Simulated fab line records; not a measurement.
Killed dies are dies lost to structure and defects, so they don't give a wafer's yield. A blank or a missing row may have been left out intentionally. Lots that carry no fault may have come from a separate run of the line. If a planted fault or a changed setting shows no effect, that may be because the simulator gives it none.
A single fault, viewed from 2 desks | flow nand-harc | every desk sees just its own numbers, and what lay behind them comes last

THE TOOL OWNER'S DESK: rie-diel-02
The tool's own readings at NHARC_A_CHANNEL_HOLE_D1_ETCH_39 (etches the open film in N2/H2, target depth 260 nm, time 325 s): means of the sampled wafers that have a number, for each lot that ran on this tool. Any lot whose mean is over 4 standard deviations away from the usual mean is out of limits and marked OUT; that distance is given in the brackets.
Columns: A = drypump-motor-current-A at NHARC_A_CHANNEL_HOLE_D1_ETCH_39, usual 5.9 A; B = oes-product-au at NHARC_A_CHANNEL_HOLE_D1_ETCH_39, usual 0.994 a.u.; C = rf-vpp-V at NHARC_A_CHANNEL_HOLE_D1_ETCH_39, usual 431.4 V; D = run-length-s at NHARC_A_CHANNEL_HOLE_D1_ETCH_39, usual 346.4 s; E = showerhead-plenum-p-Torr at NHARC_A_CHANNEL_HOLE_D1_ETCH_39, usual 2.07 Torr; F = throttle-valve-pct at NHARC_A_CHANNEL_HOLE_D1_ETCH_39, usual 14.171 %
lot  | first seen here | A   | B     | C     | D               | E    | F
L186 | day 9 02:32     | 5.8 | 1.001 | 430.4 | 346.5           | 2.06 | 14.177
L188 | day 9 13:57     | 5.9 | 1.001 | 431.3 | 346.4           | 2.06 | 14.175
L192 | day 10 08:32    | 5.7 | 0.993 | 431.9 | 346.6           | 2.07 | 14.167
L195 | day 10 20:42    | 5.8 | 0.997 | 432.1 | 346.8           | 2.06 | 14.174
L205 | day 13 09:38    | 5.9 | 0.994 | 432.6 | 318.5 (-56) OUT | 2.10 | 14.172
This desk's finding: out of limits on L205; first on L205, day 13 09:38 (run-length-s at NHARC_A_CHANNEL_HOLE_D1_ETCH_39). In limits: L186, L188, L192, L195.

METROLOGY DESK
What the gauges read for every lot (on any tool): the sampled wafers with a number, averaged. Any lot whose mean is over 4 standard deviations away from the usual mean is out of limits and marked OUT; that distance is given in the brackets.
Columns: A = thk-nm at NHARC_A_ONON_D1_THK_MEAS_24, usual 998 nm
lot  | first seen here | A
L184 | day 8 12:36     | 990
L185 | day 8 16:04     | 988
L186 | day 8 21:20     | 1002
L187 | day 8 21:21     | 993
L189 | day 9 08:34     | 1016
L188 | day 9 08:34     | 998
L190 | day 9 17:11     | 1003
L191 | day 9 17:12     | 984
L192 | day 10 03:55    | 993
L193 | day 10 03:55    | 998
L195 | day 10 15:53    | 1009
L205 | day 13 03:01    | 996
L207 | day 13 20:55    | 982
This desk's verdict: no lot among the 13 shows anything out of limits.

PUT TOGETHER
The tool owner's desk had the chance to raise an alarm at day 13 09:38 on L205.
Nothing out of limits was seen by the metrology desk.
The metrology desk holds a record of L205, inside its limits.
Every lot named ran NHARC_A_CHANNEL_HOLE_D1_ETCH_39 on rie-diel-02.

WHAT THE SIMULATOR HAD INSERTED
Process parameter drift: rie-diel-02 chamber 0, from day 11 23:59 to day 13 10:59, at NHARC_A_CHANNEL_HOLE_D1_ETCH_39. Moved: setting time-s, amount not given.
Shown lots that were struck: L205.
Delay in hours, fault start to first out-of-limits reading, by desk: the tool owner's desk at 34.
